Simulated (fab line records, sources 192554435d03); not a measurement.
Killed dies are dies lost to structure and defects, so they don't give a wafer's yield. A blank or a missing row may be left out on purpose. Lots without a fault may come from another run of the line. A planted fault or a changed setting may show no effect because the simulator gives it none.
Matching of chambers | flow n5Finfet | rieDiel-04 running N5_BEOL_M10_STRIP_67: 4 sister chambers
The step strips in CF4. 4 wafers are shown with their chamber, then 7 later ones without.

WAFERS, EACH WITH ITS CHAMBER
wafer  | chamber | throttleValvePct (%)
L081.2 | 2       | 13.55
L081.6 | 3       | 13.48
L086.2 | 1       | 13.31
L086.5 | 0       | 13.64

WAFERS MISSING THEIR CHAMBER
wafer  | throttleValvePct (%)
L086.6 | 13.49
L088.1 | 13.64
L088.4 | 13.58
L088.5 | 13.50
L096.1 | 13.60
L096.5 | 13.69
L096.6 | 13.62

THE CHAMBER EACH PASSED THROUGH
wafer  | from the rows above     | in truth
L086.6 | can't be placed: 3 or 2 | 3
L088.1 | 0                       | 0
L088.4 | can't be placed: 2 or 0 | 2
L088.5 | can't be placed: 3 or 2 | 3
L096.1 | can't be placed: 0 or 2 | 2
L096.5 | 0                       | 0
L096.6 | can't be placed: 0 or 2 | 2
Placed correctly: 2 of 7. Cannot be placed on the basis of these rows: 5; the candidates contain the true chamber in 5. Wrongly placed: 0.
How it was worked out, from the rows above alone: a wafer's distance from a chamber is the root of the sum, over the readings, of the square of ((its reading less the chamber's mean) divided by the reading's scatter). The wafer belongs to the nearest chamber; if the next one is less than 2 further off, it can't be placed. A chamber's mean is the mean of its shown wafers. The scatter: root of mean squared gap, hidden wafer to nearest shown wafer, with one shown wafer a chamber.
